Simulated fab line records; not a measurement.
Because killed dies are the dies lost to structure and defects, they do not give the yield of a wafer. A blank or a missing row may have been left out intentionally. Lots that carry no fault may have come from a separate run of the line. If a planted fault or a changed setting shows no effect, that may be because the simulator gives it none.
Chamber matching || flow n5-finfet || N5_BEOL_M5_STRIP_19 on rie-diel-04: 4 sister chambers
The step strips in O2. 8 wafers are shown with their chamber, then 12 later ones without.

== WAFERS PAIRED WITH THEIR CHAMBERS ==
{"wafer": "L086.4", "chamber": 0, "drypump-motor-current-A (A)": 5.2, "throttle-valve-pct (%)": 16.4}
{"wafer": "L092.5", "chamber": 3, "drypump-motor-current-A (A)": 5.0, "throttle-valve-pct (%)": 16.1}
{"wafer": "L087.1", "chamber": 1, "drypump-motor-current-A (A)": 6.2, "throttle-valve-pct (%)": 16.7}
{"wafer": "L087.3", "chamber": 2, "drypump-motor-current-A (A)": 4.9, "throttle-valve-pct (%)": 16.8}
{"wafer": "L087.5", "chamber": 1, "drypump-motor-current-A (A)": 6.2, "throttle-valve-pct (%)": 16.6}
{"wafer": "L090.1", "chamber": 3, "drypump-motor-current-A (A)": 5.0, "throttle-valve-pct (%)": 16.0}
{"wafer": "L090.2", "chamber": 2, "drypump-motor-current-A (A)": 4.9, "throttle-valve-pct (%)": 16.8}
{"wafer": "L090.3", "chamber": 0, "drypump-motor-current-A (A)": 5.3, "throttle-valve-pct (%)": 16.4}

== WAFERS WITHOUT THEIR CHAMBER ==
{"wafer": "L090.4", "drypump-motor-current-A (A)": 6.2, "throttle-valve-pct (%)": 16.7}
{"wafer": "L090.5", "drypump-motor-current-A (A)": 5.0, "throttle-valve-pct (%)": 16.1}
{"wafer": "L090.6", "drypump-motor-current-A (A)": 5.3, "throttle-valve-pct (%)": 16.3}
{"wafer": "L091.1", "drypump-motor-current-A (A)": 5.3, "throttle-valve-pct (%)": 16.4}
{"wafer": "L091.3", "drypump-motor-current-A (A)": 4.9, "throttle-valve-pct (%)": 16.8}
{"wafer": "L091.4", "drypump-motor-current-A (A)": 5.0, "throttle-valve-pct (%)": 16.1}
{"wafer": "L093.1", "drypump-motor-current-A (A)": 5.3, "throttle-valve-pct (%)": 16.4}
{"wafer": "L093.4", "drypump-motor-current-A (A)": 4.9, "throttle-valve-pct (%)": 16.8}
{"wafer": "L093.5", "drypump-motor-current-A (A)": 5.0, "throttle-valve-pct (%)": 16.1}
{"wafer": "L096.4", "drypump-motor-current-A (A)": 6.2, "throttle-valve-pct (%)": 16.7}
{"wafer": "L096.5", "drypump-motor-current-A (A)": 5.0, "throttle-valve-pct (%)": 16.1}
{"wafer": "L096.6", "drypump-motor-current-A (A)": 5.3, "throttle-valve-pct (%)": 16.4}

== THE CHAMBER EACH PASSED THROUGH ==
{"wafer": "L090.4", "from the rows above": 1, "in truth": 1}
{"wafer": "L090.5", "from the rows above": 3, "in truth": 3}
{"wafer": "L090.6", "from the rows above": 0, "in truth": 0}
{"wafer": "L091.1", "from the rows above": 0, "in truth": 0}
{"wafer": "L091.3", "from the rows above": 2, "in truth": 2}
{"wafer": "L091.4", "from the rows above": 3, "in truth": 3}
{"wafer": "L093.1", "from the rows above": 0, "in truth": 0}
{"wafer": "L093.4", "from the rows above": 2, "in truth": 2}
{"wafer": "L093.5", "from the rows above": 3, "in truth": 3}
{"wafer": "L096.4", "from the rows above": 1, "in truth": 1}
{"wafer": "L096.5", "from the rows above": 3, "in truth": 3}
{"wafer": "L096.6", "from the rows above": 0, "in truth": 0}
Correctly placed: 12 of 12. Number that these rows cannot place: 0. Number placed wrongly: 0.
How it was worked out, from the rows above alone: a wafer's distance from a chamber is the root of the sum, over the readings, of the square of ((its reading less the chamber's mean) divided by the reading's scatter). The wafer belongs to the nearest chamber; if the next one is less than 2 further off, it can't be placed. Each chamber's mean is taken over the wafers shown for it. The scatter: take each reading less its chamber's mean, square it, sum over the shown wafers, divide by the number of wafers less the number of chambers, and take the root.
